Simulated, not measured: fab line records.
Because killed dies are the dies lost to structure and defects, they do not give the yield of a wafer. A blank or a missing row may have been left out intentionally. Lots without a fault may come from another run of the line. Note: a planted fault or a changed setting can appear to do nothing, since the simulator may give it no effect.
Which tool is to blame?	flow nandHarc	12 lots, 36 wafers sampled, at 6 steps of a route of 1302

WHAT EACH GAUGE READ, for each wafer
NHARC_THIN_TSV_INSPECT_40.
lot	measured	on	rawDefectCount
L075	day 24 16:10	defectInspect-02	663 704 670
L078	day 25 11:28	defectInspect-02	795 727 648
L079	day 25 23:23	defectInspect-02	768 625 676
L081	day 27 00:31	defectInspect-01	611 612 651
L083	day 27 23:16	defectInspect-01	478 508 531
L085	day 28 11:43	defectInspect-01	490 554 643
L089	day 30 01:46	defectInspect-01	607 562 597
L087	day 30 01:46	defectInspect-01	555 513 486
L093	day 31 18:05	defectInspect-02	565 534 518
L091	day 32 07:39	defectInspect-01	464 488 529
L096	day 33 02:09	defectInspect-01	602 594 599
L097	day 33 16:32	defectInspect-02	596 527 638

WHAT TOOL EACH LOT RAN ON (gives the tool, then ch and the chambers of the sampled wafers, and finally the start)
lot	NHARC_A_M0_PVD_21	NHARC_A_M1_DESCUM_14	NHARC_A_M1_ETCH_35	NHARC_A_BONDPAD_DEGAS_25	NHARC_A_BONDPAD_CMP_19
L075	pvdSputter-02, day 23 10:12 or earlier	rieDiel-07 ch 0,2, day 23 10:12	rieDiel-07 ch 0,2,3, day 23 10:18	pvdSputter-02, day 23 15:53	cmp-02 ch 1,2,3, day 23 17:02
L078	pvdSputter-03, day 24 04:17 or earlier	rieDiel-12 ch 0,1,3, day 24 04:17	rieDiel-12 ch 0,3, day 24 04:22	pvdSputter-02, day 24 10:04	cmp-03 ch 0,2,3, day 24 11:11
L079	pvdSputter-01, day 24 17:42 or earlier	rieDiel-08 ch 0,2,3, day 24 17:42	rieDiel-08 ch 0,2,3, day 24 17:49	pvdSputter-02, day 24 23:41	cmp-02 ch 0,2, day 25 00:46
L081	pvdSputter-02, day 25 15:02 or earlier	rieDiel-07 ch 0,2,3, day 25 15:02	rieDiel-07 ch 0,1,2, day 25 15:08	pvdSputter-03, day 25 20:46	cmp-02 ch 0,1,3, day 25 22:14
L083	pvdSputter-01, day 26 09:57 or earlier	rieDiel-07 ch 2,3, day 26 09:57	rieDiel-07 ch 1,2,3, day 26 10:03	pvdSputter-03, day 26 15:41	cmp-03 ch 0,1,3, day 26 16:46
L085	pvdSputter-01, day 27 03:16 or earlier	rieDiel-07 ch 0,2, day 27 03:16	rieDiel-07 ch 1,2,3, day 27 03:22	pvdSputter-03, day 27 08:59	cmp-02 ch 1,2,3, day 27 10:04
L089	pvdSputter-02, day 28 13:13 or earlier	rieDiel-07 ch 0,1,3, day 28 13:13	rieDiel-07 ch 0,1,3, day 28 13:17	pvdSputter-01, day 28 18:51	cmp-01 ch 2,3, day 28 20:04
L087	pvdSputter-01, day 28 15:59 or earlier	rieDiel-07 ch 1,2, day 28 15:59	rieDiel-07 ch 0,1, day 28 16:04	pvdSputter-03, day 28 21:39	cmp-01 ch 1,2,3, day 28 22:49
L093	pvdSputter-02, day 30 09:24 or earlier	rieDiel-07 ch 1,2,3, day 30 09:24	rieDiel-07 ch 0,2,3, day 30 09:29	pvdSputter-02, day 30 15:02	cmp-02 ch 0,2,3, day 30 16:07
L091	pvdSputter-01, day 30 20:32 or earlier	rieDiel-07 ch 0,1,2, day 30 20:32	rieDiel-07 ch 0,1,3, day 30 20:38	pvdSputter-01, day 31 02:04	cmp-03 ch 0,2,3, day 31 03:09
L096	pvdSputter-03, day 31 17:01 or earlier	rieDiel-08 ch 0,3, day 31 17:01	rieDiel-08 ch 2,3, day 31 17:05	pvdSputter-02, day 31 22:57	cmp-01 ch 0,1,2, day 32 00:05
L097	pvdSputter-02, day 32 05:55 or earlier	rieDiel-07 ch 1,2,3, day 32 05:55	rieDiel-07 ch 2,3, day 32 06:01	pvdSputter-03, day 32 11:31	cmp-02 ch 0,1,2, day 32 12:40
- NHARC_A_M0_PVD_21: deposits Cu, target thk 30 nm, time 20.49 s.
- NHARC_A_M1_DESCUM_14: chemistry O2, time 3 s.
- NHARC_A_M1_ETCH_35: etches the open film in N2/H2, target depth 40 nm, overetch 12 nm, time 43.94 s.
- NHARC_A_BONDPAD_DEGAS_25: time 60 s.
- NHARC_A_BONDPAD_CMP_19: polishes, t overpolish 30 s, cu recess touch 16 s, target thk 169.82 nm.

THE ANSWER, worked out from the rows above alone
Rule: what is usual is taken from the lots themselves. The widest of any qualifying gaps counts: lots, ordered by their means at a reading, are off when they make up no more than a third of the lots, leave a main group of 4 or more, and stand apart from it by 3 or more times the standard deviation of that group's means. Not used: any main group whose means are identical at the precision the tables above print for the reading. Also off: a lot with no number at a reading for which 4 or more lots have one. The other lots that the step has rows for count as sound.
None of the lots is off at any reading shown; this tells nothing.

WHAT WAS PUT IN BY THE SIMULATOR
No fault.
